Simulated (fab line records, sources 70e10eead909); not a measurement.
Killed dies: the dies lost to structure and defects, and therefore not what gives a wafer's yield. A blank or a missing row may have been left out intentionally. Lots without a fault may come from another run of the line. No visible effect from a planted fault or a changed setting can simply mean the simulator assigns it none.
Chamber matching / flow nandHarc / NHARC_A_CONTACT_ETCH_90 on rieDiel-06 has 4 sister chambers
The step etches the open film in CH3F/O2, target depth 40 nm, time 85.7 s. 4 wafers are shown with their chamber, then 8 later ones without.

WAFERS, EACH WITH ITS CHAMBER
wafer=L081.2; chamber=0; drypumpMotorCurrentA (A)=6.5
wafer=L081.3; chamber=3; drypumpMotorCurrentA (A)=5.3
wafer=L083.4; chamber=2; drypumpMotorCurrentA (A)=5.3
wafer=L090.2; chamber=1; drypumpMotorCurrentA (A)=5.9

WAFERS WHOSE CHAMBER IS MISSING
wafer=L090.3; drypumpMotorCurrentA (A)=6.5
wafer=L090.5; drypumpMotorCurrentA (A)=5.3
wafer=L097.1; drypumpMotorCurrentA (A)=5.4
wafer=L097.2; drypumpMotorCurrentA (A)=5.3
wafer=L097.5; drypumpMotorCurrentA (A)=6.5
wafer=L094.1; drypumpMotorCurrentA (A)=6.5
wafer=L094.2; drypumpMotorCurrentA (A)=5.3
wafer=L094.4; drypumpMotorCurrentA (A)=5.9

WHICH CHAMBER EACH ONE RAN IN
wafer=L090.3; from the rows above=0; in truth=0
wafer=L090.5; from the rows above=can't be placed: 2 or 3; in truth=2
wafer=L097.1; from the rows above=can't be placed: 2 or 3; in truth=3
wafer=L097.2; from the rows above=can't be placed: 2 or 3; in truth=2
wafer=L097.5; from the rows above=0; in truth=0
wafer=L094.1; from the rows above=0; in truth=0
wafer=L094.2; from the rows above=can't be placed: 2 or 3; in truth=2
wafer=L094.4; from the rows above=1; in truth=1
4 of 8 placed correctly. From these rows, 4 cannot be placed; in 4 the true chamber is one of the candidates. 0 placed wrongly.
How it was worked out, from the rows above alone: a wafer's distance from a chamber is the root of the sum, over the readings, of the square of ((its reading less the chamber's mean) divided by the reading's scatter). The wafer belongs to the nearest chamber; if the next one is less than 2 further off, it can't be placed. Each chamber's mean is taken over the wafers shown for it. The scatter (one wafer shown for each chamber): square how far every hidden wafer sits from the nearest shown wafer, average those squares and take the square root.
